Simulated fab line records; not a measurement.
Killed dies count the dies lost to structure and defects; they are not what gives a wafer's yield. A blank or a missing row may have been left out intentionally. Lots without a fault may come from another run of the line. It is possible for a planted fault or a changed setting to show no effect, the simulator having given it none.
Split-lot experiment | flow n5_finfet | 7 lots, 21 wafers read, on a route of 1938 steps

== SPLIT DETAILS ==
At N5_BEOL_M14_SPUTTER_43 (material TaN, target thk 15 nm, time 24.19 s), the setting power_w was moved away from the recipe's 15000 W on 12 of the 21 wafers read, by -15.2% to +16.3%. All remaining wafers had this setting at the recipe value.

The reading comes from the split's own step.

== THE READING ==
TaN_of_BEOL_M14_SPUTTER_43.thk_nm (the simulator's own value, which no gauge read), in nm, at N5_BEOL_M14_SPUTTER_43 (material TaN, target thk 15 nm, time 24.19 s). The file gives no usual value for it. Average 15.0 nm, standard deviation 0.15 nm, over the 9 wafers here run with the recipe.

wafer  | tool, chamber at the split | power_w as run, W | against the recipe | TaN_of_BEOL_M14_SPUTTER_43.thk_nm, nm | against lot-mates on the recipe
L074.4 | pvd_sputter-02, -          | 15000             | recipe             | 14.8                                  | -
L074.5 | pvd_sputter-02, -          | 15000             | recipe             | 14.8                                  | -
L074.6 | pvd_sputter-02, -          | 15000             | recipe             | 14.8                                  | -
L075.2 | pvd_sputter-02, -          | 17020             | +13.5%             | 17                                    | +2.0
L075.6 | pvd_sputter-02, -          | 17020             | +13.5%             | 17                                    | +2.0
L075.3 | pvd_sputter-02, -          | 15000             | recipe             | 15                                    | -
L078.2 | pvd_sputter-02, -          | 13960             | -6.9%              | 13.8                                  | -1.2
L078.4 | pvd_sputter-02, -          | 13960             | -6.9%              | 13.8                                  | -1.2
L078.6 | pvd_sputter-02, -          | 15000             | recipe             | 15                                    | -
L080.1 | pvd_sputter-03, -          | 12910             | -13.9%             | 13                                    | no lot-mate on the recipe
L080.5 | pvd_sputter-03, -          | 12910             | -13.9%             | 13                                    | no lot-mate on the recipe
L080.4 | pvd_sputter-03, -          | 12910             | -13.9%             | 12.8                                  | no lot-mate on the recipe
L084.3 | pvd_sputter-03, -          | 15000             | recipe             | 15                                    | -
L084.5 | pvd_sputter-03, -          | 15000             | recipe             | 15                                    | -
L084.4 | pvd_sputter-03, -          | 15000             | recipe             | 15.2                                  | -
L088.1 | pvd_sputter-02, -          | 12720             | -15.2%             | 13                                    | no lot-mate on the recipe
L088.4 | pvd_sputter-02, -          | 12720             | -15.2%             | 13                                    | no lot-mate on the recipe
L088.3 | pvd_sputter-02, -          | 12720             | -15.2%             | 12.8                                  | no lot-mate on the recipe
L096.1 | pvd_sputter-03, -          | 15000             | recipe             | 15.2                                  | -
L096.2 | pvd_sputter-03, -          | 17440             | +16.3%             | 17.8                                  | +2.6
L096.6 | pvd_sputter-03, -          | 17440             | +16.3%             | 17.6                                  | +2.4

FIT RESULTS
A straight line over all 21 wafers: TaN_of_BEOL_M14_SPUTTER_43.thk_nm changes by +0.15 nm for each +1% of power_w; r = +0.99; the points scatter about the line by 0.17 nm.
The same after taking each lot's own level away (the mean of its wafers on the recipe; 15 wafers): +0.155 nm for each +1%; r = +1.00; scatter 0.078 nm.
Per that fit: largest power_w move, reading shift of 2.5 nm.
The span of the lots' own levels, 14.80 to 15.20 nm, comes to 2.7 times the standard deviation stated above.
Consequently the slope shifts little with the lot-to-lot level, the two slopes agreeing.
Check: +2.45 nm against its lot-mates is what the line predicts for one of the wafers moved furthest among these (+16.3%) when that wafer is left out of the fit. Against them it came out at +2.6 nm.

== THESE WAFERS: OTHER SPLITS ==
Before the reading, these wafers also passed through other splits. Each is held against what the fit with the lots' levels taken away leaves over:
other split on the same wafers | wafers away from the commonest value | r with TaN_of_BEOL_M14_SPUTTER_43.thk_nm (lot level and that fit taken away)
N5_BEOL_M11_COAT_22 spin_rpm   | 9                                    | +0.14
N5_BEOL_M11_EXPOSE_25 dose_mj  | 8                                    | -0.20
N5_BEOL_M12_PEB_08 peb_temp_c  | 7                                    | +0.00
N5_BEOL_M13_COAT_04 spin_rpm   | 7                                    | -0.48
N5_BEOL_M14_ETCH_68 time_s     | 7                                    | +0.36

== FILE'S OWN FIT ==
TaN_of_BEOL_M14_SPUTTER_43.thk_nm changes by +0.154 nm for each +1% of power_w, r = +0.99.
